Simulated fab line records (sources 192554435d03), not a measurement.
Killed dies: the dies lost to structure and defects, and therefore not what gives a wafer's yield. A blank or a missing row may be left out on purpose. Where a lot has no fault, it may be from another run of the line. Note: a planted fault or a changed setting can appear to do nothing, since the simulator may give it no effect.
fab line records ; flow n5_finfet
record lots=12; wafers=34; last_day=18
route steps=1938 shown BEOL_M6@1250 MIM_BOT_LITHO@1863 PASS1_CAP@1873 TV_LITHO@1886 PASSIVATION@1936
lots with no fault: from the same line, run without faults
start_h: hours from the record's first day to the start of the lot's first wafer shown ; wait_h: hours from the lot's prior step to this one ; " identical to the entry in the row above ; L1.1+2: a row that stands for several wafers ; - no value, or no start given ; * or withheld: withheld ; < > ~ a bound
route shown NAME@n: names a module that has steps shown in the file, with the first one's number in the route ; usual: the fault-free wafers' mean and standard deviation ; same: alike in all rows ; chamber/n: place in a boat ; sites: each site's reading ; _std_site: the values' standard deviation ; _edge_site: mean of outer sites minus mean of inner sites ; radius_mm: how far each site lies from the wafer's centre ; mask NAME#n: copy n ; behind: the most recent tool/chamber to have shaped the wafer ; hold: what put the lot on hold/how long, in hours/how the hold closed ; device: the transistor (n, p or np) that didn't switch ; end of line: tests run on the same wafers once the route is complete ; a step without rows: its recipe alone ; killed: at the first sort, the dies lost to defects and structure; wafer yield is something else ; map: dies across one wafer; x = killed, . = not, _ = none there
set.NAME: the run value of the setting; set.NAME@STEP: its run value at that earlier step ; model.NAME: the simulator's own value behind a step, which no gauge read
route steps across a sampled set of lots; one table per step, one row per wafer
services: from which hour (start_h, from the record's first day; less than 0 if before it) a tool's chamber was out of use, for how many hours, and why
## steps
# step N5_BEOL_M6_PRE_CLEAN_45
# recipe gas=H2/He; time_s=30; temp_c=250
# usual heater_power_w=338/33
# same time_s=30
lot.wafer;tool;chamber;start_h;wait_h;heater_power_w
L914.2;pvd_sputter-01;-;198.17;0.0;365
L914.3;pvd_sputter-01;-;198.17;0.0;308
L914.5;pvd_sputter-01;-;198.17;0.0;305
L917.3;pvd_sputter-03;-;216.27;0.0;342
L917.4;pvd_sputter-03;-;216.27;0.0;303
L917.5;pvd_sputter-03;-;216.27;0.0;324
L918.1;pvd_sputter-03;-;216.65;0.0;334
L918.4;pvd_sputter-03;-;216.65;0.0;269
L921.4;pvd_sputter-02;-;232.96;0.0;318
L921.6;pvd_sputter-02;-;232.96;0.0;364
L920.1;pvd_sputter-03;-;233.30;0.0;263
L920.2;pvd_sputter-03;-;233.30;0.0;344
L920.6;pvd_sputter-03;-;233.30;0.0;268
L925.3;pvd_sputter-03;-;268.74;0.0;350
L925.4;pvd_sputter-03;-;268.74;0.0;257
L925.5;pvd_sputter-03;-;268.74;0.0;335
L928.1;pvd_sputter-02;-;285.73;0.0;393
L928.3;pvd_sputter-02;-;285.73;0.0;332
L928.4;pvd_sputter-02;-;285.73;0.0;322
L931.4;pvd_sputter-02;-;304.74;0.0;385
L931.5;pvd_sputter-02;-;304.74;0.0;357
L931.6;pvd_sputter-02;-;304.74;0.0;323
L933.1;pvd_sputter-02;-;310.24;0.0;318
L933.2;pvd_sputter-02;-;310.24;0.0;386
L933.5;pvd_sputter-02;-;310.24;0.0;395
L935.4;pvd_sputter-01;-;330.36;0.0;336
L935.5;pvd_sputter-01;-;330.36;0.0;358
L935.6;pvd_sputter-01;-;330.36;0.0;301
L937.2;pvd_sputter-01;-;339.59;0.0;299
L937.3;pvd_sputter-01;-;339.59;0.0;362
L937.5;pvd_sputter-01;-;339.59;0.0;355
L936.3;pvd_sputter-01;-;342.62;0.0;360
L936.5;pvd_sputter-01;-;342.62;0.0;353
L936.6;pvd_sputter-01;-;342.62;0.0;304
# step N5_MIM_BOT_LITHO_OVL_MEAS_11
# recipe points_per_wafer=44
# usual MIM_BOT_OVL=-4/5.6
lot.wafer;tool;chamber;start_h;wait_h;MIM_BOT_OVL[nm]
L914.2;overlay-02;0;274.14;0.0;-4
L914.3;overlay-02;0;274.14;0.0;-10
L914.5;overlay-02;0;274.14;0.0;-1
L918.1;overlay-02;0;291.41;0.0;-5
L918.4;overlay-02;0;291.41;0.0;6
L917.3;overlay-02;0;291.58;0.0;-2
L917.4;overlay-02;0;291.58;0.0;-5
L917.5;overlay-02;0;291.58;0.0;-7
L920.1;overlay-02;0;308.57;0.0;-6
L920.2;overlay-02;0;308.57;0.0;-6
L920.6;overlay-02;0;308.57;0.0;2
L921.4;overlay-01;0;310.68;0.0;4
L921.6;overlay-01;0;310.68;0.0;-2
L925.3;overlay-01;0;344.35;0.0;4
L925.4;overlay-01;0;344.35;0.0;-2
L925.5;overlay-01;0;344.35;0.0;-3
L928.1;overlay-01;0;370.60;0.0;-4
L928.3;overlay-01;0;370.60;0.0;-3
L928.4;overlay-01;0;370.60;0.0;-3
L931.4;overlay-01;0;392.04;0.0;2
L931.5;overlay-01;0;392.04;0.0;5
L931.6;overlay-01;0;392.04;0.0;9
L933.1;overlay-02;0;400.08;0.0;-16
L933.2;overlay-02;0;400.08;0.0;-16
L933.5;overlay-02;0;400.08;0.0;-8
L935.4;overlay-02;0;420.55;0.0;-3
L935.5;overlay-02;0;420.55;0.0;-8
L935.6;overlay-02;0;420.55;0.0;-4
L937.2;overlay-02;0;433.46;0.0;-1
L937.3;overlay-02;0;433.46;0.0;-6
L937.5;overlay-02;0;433.46;0.0;-4
L936.3;overlay-01;0;433.80;0.0;-8
L936.5;overlay-01;0;433.80;0.0;-9
L936.6;overlay-01;0;433.80;0.0;-3
# step N5_PASSIVATION_PECVD_55
# recipe material=SiO2; target_thk_a=4000; temp_c=400; precursor=SiH4/N2O; pressure_torr=2.7; rf_w=608; time_s=22.5
# usual chamber_pressure_Torr=2.700/0.0061; heater_power_w=597/86; showerhead_plenum_p_Torr=8.14/0.083; throttle_valve_pct=52/3.5
# same time_s=22.5
lot.wafer;tool;chamber;start_h;wait_h;chamber_pressure_Torr;heater_power_w;showerhead_plenum_p_Torr;throttle_valve_pct
L914.2;pecvd-03;2;275.16;0.0;2.695;491;8.22;48
L914.3;pecvd-03;1;275.16;0.0;2.689;558;8.14;55
L914.5;pecvd-03;2;275.16;0.0;2.696;520;8.21;47
L918.1;pecvd-03;1;292.39;0.0;2.691;482;8.14;55
L918.4;pecvd-03;1;292.39;0.0;2.698;506;8.14;55
L917.3;pecvd-03;2;292.53;0.0;2.695;582;8.23;47
L917.4;pecvd-03;2;292.53;0.0;2.696;624;8.22;47
L917.5;pecvd-03;1;292.53;0.0;2.707;559;8.14;55
L920.1;pecvd-01;2;309.55;0.0;2.706;500;8.05;51
L920.2;pecvd-01;0;309.55;0.0;2.701;740;8.14;50
L920.6;pecvd-01;0;309.55;0.0;2.715;754;8.09;50
L921.4;pecvd-01;2;311.93;0.1;2.706;423;8.02;51
L921.6;pecvd-01;0;311.93;0.1;2.694;743;8.11;50
L925.3;pecvd-01;1;345.30;0.0;2.697;532;8.20;58
L925.4;pecvd-01;2;345.30;0.0;2.699;533;8.04;51
L925.5;pecvd-01;1;345.30;0.0;2.694;551;8.23;59
L928.1;pecvd-01;2;371.55;0.0;2.704;486;8.03;51
L928.3;pecvd-01;1;371.55;0.0;2.701;591;8.22;58
L928.4;pecvd-01;1;371.55;0.0;2.701;589;8.22;58
L931.4;pecvd-03;0;393.43;0.0;2.692;660;8.18;55
L931.5;pecvd-03;1;393.43;0.0;2.702;541;8.15;55
L931.6;pecvd-03;2;393.43;0.0;2.697;590;8.23;49
L933.1;pecvd-01;0;401.03;0.0;2.695;692;8.10;50
L933.2;pecvd-01;2;401.03;0.0;2.697;455;8.06;51
L933.5;pecvd-01;0;401.03;0.0;2.695;737;8.11;49
L935.4;pecvd-03;2;421.51;0.0;2.699;536;8.21;49
L935.5;pecvd-03;0;421.51;0.0;2.709;684;8.19;55
L935.6;pecvd-03;1;421.51;0.0;2.702;513;8.13;55
L937.2;pecvd-04;2;434.42;0.0;2.704;624;8.00;46
L937.3;pecvd-04;0;434.42;0.0;2.700;667;7.93;54
L937.5;pecvd-04;0;434.42;0.0;2.706;659;7.93;54
L936.3;pecvd-01;1;434.75;0.0;2.704;484;8.21;47
L936.5;pecvd-01;0;434.75;0.0;2.703;723;8.10;50
L936.6;pecvd-01;2;434.75;0.0;2.700;538;8.05;52
# step N5_PASSIVATION_DESCUM_12
# recipe chemistry=O2; time_s=7.9; source_power_w=50; bias_power_w=20; pressure_mtorr=20; rf_frequency_hz=2.712e+07; temp_c=40; o2_flow_sccm=225
# usual drypump_motor_current_A=5.74/0.29; oes_product_au=0.77/0.07; rf_vpp_V=242.7/1.4; showerhead_plenum_p_Torr=2.07/0.085; throttle_valve_pct=20.47/0.16
# same time_s=7.9
lot.wafer;tool;chamber;start_h;wait_h;drypump_motor_current_A;oes_product_au;rf_hours_counter_h;rf_vpp_V;showerhead_plenum_p_Torr;throttle_valve_pct
L914.2;rie_diel-06;3;279.04;0.4;5.87;0.75;165;242.8;1.99;20.32
L914.3;rie_diel-06;2;279.04;0.4;5.34;0.90;19;245.4;2.26;20.48
L914.5;rie_diel-06;0;279.04;0.4;5.58;0.81;-;242.3;2.03;20.27
L918.1;rie_diel-05;0;293.21;0.2;5.48;0.90;48;244.8;2.10;20.54
L918.4;rie_diel-05;3;293.21;0.2;5.93;0.79;99;243.1;2.12;20.68
L917.3;rie_diel-06;3;293.67;0.1;5.86;0.75;169;241.6;1.98;20.31
L917.4;rie_diel-06;0;293.67;0.1;5.56;0.81;73;242.8;2.03;20.28
L917.5;rie_diel-06;1;293.67;0.1;5.64;0.72;-;241.8;2.01;20.59
L920.1;rie_diel-06;0;310.86;0.5;5.56;0.81;78;243.4;2.03;20.29
L920.2;rie_diel-06;2;310.86;0.5;5.35;0.89;28;245.9;2.25;20.48
L920.6;rie_diel-06;0;310.86;0.5;5.56;0.79;-;242.5;2.03;20.28
L921.4;rie_diel-03;0;313.39;0.2;6.41;0.84;53;242.5;2.05;20.46
L921.6;rie_diel-03;0;313.39;0.2;6.40;0.84;-;243.6;2.05;20.47
L925.3;rie_diel-05;2;347.15;0.2;5.33;0.71;241;243.0;2.03;20.37
L925.4;rie_diel-05;0;347.15;0.2;5.52;0.87;62;242.9;2.10;20.57
L925.5;rie_diel-05;1;347.15;0.2;5.76;0.70;-;243.8;2.16;20.48
L928.1;rie_diel-06;3;374.00;0.0;5.87;0.72;190;242.1;1.98;20.37
L928.3;rie_diel-06;1;374.00;0.0;5.63;0.71;226;241.7;2.00;20.62
L928.4;rie_diel-06;0;374.00;0.0;5.57;0.79;94;242.5;2.02;20.32
L931.4;rie_diel-03;3;395.63;0.0;5.69;0.71;237;241.6;1.97;20.70
L931.5;rie_diel-03;2;395.63;0.0;6.05;0.95;-;244.8;2.23;19.97
L931.6;rie_diel-03;1;395.63;0.0;5.97;0.70;-;242.3;2.05;20.36
L933.1;rie_diel-03;1;406.10;0.4;5.96;0.70;213;242.9;2.05;20.37
L933.2;rie_diel-03;0;406.10;0.4;6.40;0.80;83;241.3;2.04;20.53
L933.5;rie_diel-03;1;406.10;0.4;5.98;0.70;-;243.0;2.05;20.36
L935.4;rie_diel-03;1;422.33;0.2;5.94;0.70;218;241.3;2.05;20.37
L935.5;rie_diel-03;3;422.33;0.2;5.68;0.70;-;240.1;1.97;20.71
L935.6;rie_diel-03;0;422.33;0.2;6.42;0.79;-;242.2;2.04;20.49
L937.2;rie_diel-06;0;435.42;0.1;5.56;0.78;113;241.2;2.02;20.33
L937.3;rie_diel-06;1;435.42;0.1;5.64;0.68;245;241.1;2.00;20.65
L937.5;rie_diel-06;3;435.42;0.1;5.87;0.71;-;241.3;1.97;20.38
L936.3;rie_diel-06;1;436.06;0.0;5.65;0.69;245;240.8;2.00;20.65
L936.5;rie_diel-06;0;436.06;0.0;5.56;0.76;-;241.1;2.02;20.35
L936.6;rie_diel-06;1;436.06;0.0;5.63;0.69;-;240.9;2.00;20.65
# step N5_PASSIVATION_PROBE_49
# usual defect_limited_yield=91.1/1.4; killed_at_M0_to_M3=34/11; killed_at_M4_up=14/5.6; killed_at_contacts=13/5.9; killed_at_front_end=40/11; killed_at_other=4/3.1; killed_dies=105/16; killed_open=68/11; killed_short=34/8.4; sort_bin_5_function=5.2/0.86; sort_bin_6_memory=3.2/0.7; sort_bin_8_speed=0.1/1.1; sort_n_pass=1074/21; sort_yield_pct=91.0/1.8
# same gross_dies=1180; killed_at_back_side=0; sort_bin_4_leakage[%]=0
lot.wafer;tool;chamber;start_h;wait_h;defect_limited_yield[%];killed_at_M0_to_M3;killed_at_M4_up;killed_at_contacts;killed_at_front_end;killed_at_other;killed_dies;killed_open;killed_short;sort_bin_5_function[%];sort_bin_6_memory[%];sort_bin_8_speed[%];sort_n_pass;sort_yield_pct[%]
L920.1;prober-01;-;317.45;0.0;84.4;36;98;6;39;5;184;63;32;10.9;3.3;0;996;84.4
L920.2;prober-01;-;317.50;0.1;83.1;22;109;14;53;1;199;62;35;11.1;3.7;0;981;83.1
L920.6;prober-01;-;317.70;0.3;83.3;24;111;13;47;2;197;55;38;10.7;4.2;0;983;83.3
L925.3;prober-02;-;353.92;0.1;83.3;40;102;12;39;4;197;66;39;10.6;4.6;0;983;83.3
L925.4;prober-02;-;353.97;0.2;81.9;55;103;7;45;4;214;76;50;11.6;4.8;0;966;81.9
L925.5;prober-02;-;354.02;0.2;87.1;32;93;7;20;0;152;44;22;8.1;3.0;0;1028;87.1
L928.1;prober-02;-;380.88;0.0;90.8;41;8;14;32;13;108;66;40;5.4;3.3;0;1072;90.8
L928.3;prober-02;-;380.98;0.1;90.3;36;17;10;44;8;115;76;37;6.1;3.2;0;1065;90.3
L928.4;prober-02;-;381.03;0.2;91.0;36;14;8;42;6;106;61;43;5.3;3.1;0;1074;91.0
# killed by level:class
L920.1 BEOL_M6:unspecified=89 FIN_SAQP:geometric_particle:open=14 BEOL_M1:geometric_particle:open=11 BEOL_M4:geometric_particle:open=9 FIN_SAQP:geometric_particle:short=8 MOL_CONTACT_COAG:geometric_particle:open=5 BEOL_M0_SAQP:geometric_particle:open=5 BEOL_M0_SAQP:geometric_particle:short=4
L920.2 BEOL_M6:unspecified=91 FIN_SAQP:geometric_particle:open=18 MOL_CONTACT_COAG:geometric_particle:open=9 BEOL_M4:geometric_particle:open=9 HKMG_FIN:area_etch=9 STARTING-WAFER:geometric_particle:open=6 BEOL_M0_SAQP:geometric_particle:open=6 FIN_SAQP:geometric_particle:short=5
L920.6 BEOL_M6:unspecified=101 FIN_SAQP:geometric_particle:short=18 FIN_SAQP:geometric_particle:open=13 MOL_CONTACT_COAG:geometric_particle:open=10 BEOL_M0:geometric_particle:open=6 BEOL_M4:geometric_particle:open=6 GATE_CUT:geometric_particle:short=4 BEOL_M0_SAQP:geometric_particle:short=4
L925.3 BEOL_M6:unspecified=92 BEOL_M0_SAQP:geometric_particle:short=15 MOL_CONTACT_COAG:geometric_particle:open=11 BEOL_M0_SAQP:geometric_particle:open=10 STI_FIN_REVEAL:geometric_particle:open=9 GATE_CUT:geometric_particle:short=8 FIN_SAQP:geometric_particle:open=6 BEOL_M1:geometric_particle:open=5
L925.4 BEOL_M6:unspecified=88 BEOL_M0_SAQP:geometric_particle:short=16 BEOL_M0_SAQP:geometric_particle:open=16 FIN_SAQP:geometric_particle:short=13 BEOL_M3:geometric_particle:open=12 DUMMY_GATE:geometric_particle:open=6 BEOL_M4:geometric_particle:open=6 GATE_CUT:geometric_particle:short=5
L925.5 BEOL_M6:unspecified=86 BEOL_M1:geometric_particle:open=9 BEOL_M0_SAQP:geometric_particle:open=6 BEOL_M2:geometric_particle:open=6 FIN_SAQP:geometric_particle:short=5 GATE_CUT:geometric_particle:short=4 MOL_CONTACT_COAG:geometric_particle:open=4 BEOL_M3:geometric_particle:open=4
L928.1 BEOL_M2:geometric_particle:open=13 BEOL_M0_SAQP:geometric_particle:short=11 MOL_CONTACT_COAG:geometric_particle:open=10 FIN_SAQP:geometric_particle:short=7 FIN_SAQP:geometric_particle:open=6 BEOL_M0_SAQP:geometric_particle:open=5 STI_FIN_REVEAL:geometric_particle:open=4 MOL_CONTACT_COAG:geometric_particle:short=4
L928.3 FIN_SAQP:geometric_particle:open=14 FIN_SAQP:geometric_particle:short=8 MOL_CONTACT_COAG:geometric_particle:open=8 BEOL_M0_SAQP:geometric_particle:short=8 BEOL_M1:geometric_particle:open=8 BEOL_M2:geometric_particle:open=6 STI_FIN_REVEAL:geometric_particle:open=5 BEOL_M0_SAQP:geometric_particle:open=5
L928.4 BEOL_M0_SAQP:geometric_particle:short=10 BEOL_M1:geometric_particle:open=10 FIN_SAQP:geometric_particle:short=9 STI_FIN_REVEAL:geometric_particle:open=8 MOL_CONTACT_COAG:geometric_particle:open=6 DUMMY_GATE:geometric_particle:open=5 BEOL_M0_SAQP:geometric_particle:open=5 FIN_SAQP:geometric_particle:open=4
## services
tool;chamber;start_h;hours;kind
pvd_sputter-02;-;177.90;0.7;repair
pecvd-01;2;180.44;14.7;repair
rie_diel-06;2;182.28;6.3;repair
pecvd-01;-;196.23;0.5;repair
rie_diel-03;3;204.13;13.8;repair
rie_diel-06;-;216.83;4.3;pm
pecvd-01;-;219.58;1.3;repair
rie_diel-05;3;228.51;2.4;repair
rie_diel-06;2;235.86;5.7;repair
rie_diel-05;-;249.68;4.3;pm
rie_diel-05;-;290.91;0.9;repair
pecvd-01;2;291.60;2.1;repair
pecvd-04;-;292.23;3.4;repair
pecvd-04;-;347.87;1.0;repair
rie_diel-05;1;356.64;3.1;repair
rie_diel-03;2;373.12;2.4;repair
pecvd-01;-;373.96;0.5;repair
rie_diel-05;-;387.68;1.8;repair
pvd_sputter-02;-;395.62;10.8;repair
pecvd-03;2;408.53;5.0;repair
pvd_sputter-02;-;412.18;8.4;repair
pvd_sputter-03;-;416.51;1.7;repair
pecvd-03;-;417.59;2.8;pm
rie_diel-05;1;426.95;3.2;repair
## key
first_sign step=N5_PASSIVATION_PROBE_49; reading=killed_at_M4_up; direction=up; sigmas=16; usual=14; struck=103
effect step=N5_PASSIVATION_PROBE_49; reading=defect_limited_yield; direction=down; sigmas=5.3; usual=91.1; struck=83.9
more_kills_born_at N5_BEOL_M6_PRE_CLEAN_45@pvd_sputter-03=547
met_at N5_BEOL_M6_PRE_CLEAN_45
struck_lots L920,L925
not_acting_at N5_MIM_BOT_LITHO_OVL_MEAS_11,N5_PASSIVATION_PECVD_55,N5_PASSIVATION_DESCUM_12
onset_between 216.65 233.30
fault kind=chamber_particle_source; tool=pvd_sputter-03; chamber=-; onset_h=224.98; steps=N5_BEOL_M6_PRE_CLEAN_45; rate_per_visit_cm2=0.48919; end_h=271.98
